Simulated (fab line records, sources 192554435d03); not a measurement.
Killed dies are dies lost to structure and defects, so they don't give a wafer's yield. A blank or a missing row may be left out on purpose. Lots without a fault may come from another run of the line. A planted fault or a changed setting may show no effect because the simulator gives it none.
Chamber matching | flow n5_finfet | N5_BEOL_M6_CVD_78 on cvd_co-02: 3 sister chambers
The step deposits Co from CCTBA/H2, target thk 2 nm, time 142.3 s. 3 wafers are shown with their chamber, then 9 later ones without.

WAFERS WITH THEIR CHAMBER
wafer  | chamber | run_length_s (s)
L241.1 | 0       | 165.0
L241.2 | 1       | 165.3
L241.3 | 2       | 165.9

WAFERS WITHOUT THEIR CHAMBER
wafer  | run_length_s (s)
L240.1 | 165.9
L240.2 | 165.5
L240.3 | 165.8
L245.1 | 164.9
L245.3 | 165.1
L245.6 | 165.4
L242.2 | 165.9
L242.4 | 165.4
L242.5 | 165.1

WHICH CHAMBER EACH WENT THROUGH
wafer  | from the rows above     | in truth
L240.1 | 2                       | 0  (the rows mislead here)
L240.2 | can't be placed: 1 or 2 | 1
L240.3 | 2                       | 2
L245.1 | 0                       | 0
L245.3 | can't be placed: 0 or 1 | 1
L245.6 | 1                       | 1
L242.2 | 2                       | 2
L242.4 | 1                       | 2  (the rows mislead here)
L242.5 | can't be placed: 0 or 1 | 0
Placed correctly: 4 of 9. Can't be placed from these rows: 3 (the true chamber is among the candidates in 3). Placed wrongly: 2.
How it was worked out, from the rows above alone: a wafer's distance from a chamber is the root of the sum, over the readings, of the square of ((its reading less the chamber's mean) divided by the reading's scatter). The wafer belongs to the nearest chamber; if the next one is less than 2 further off, it can't be placed. A chamber's mean is the mean of its shown wafers. The scatter: with one shown wafer a chamber, the root of the mean of the squares of how far each hidden wafer lies from its nearest shown one.
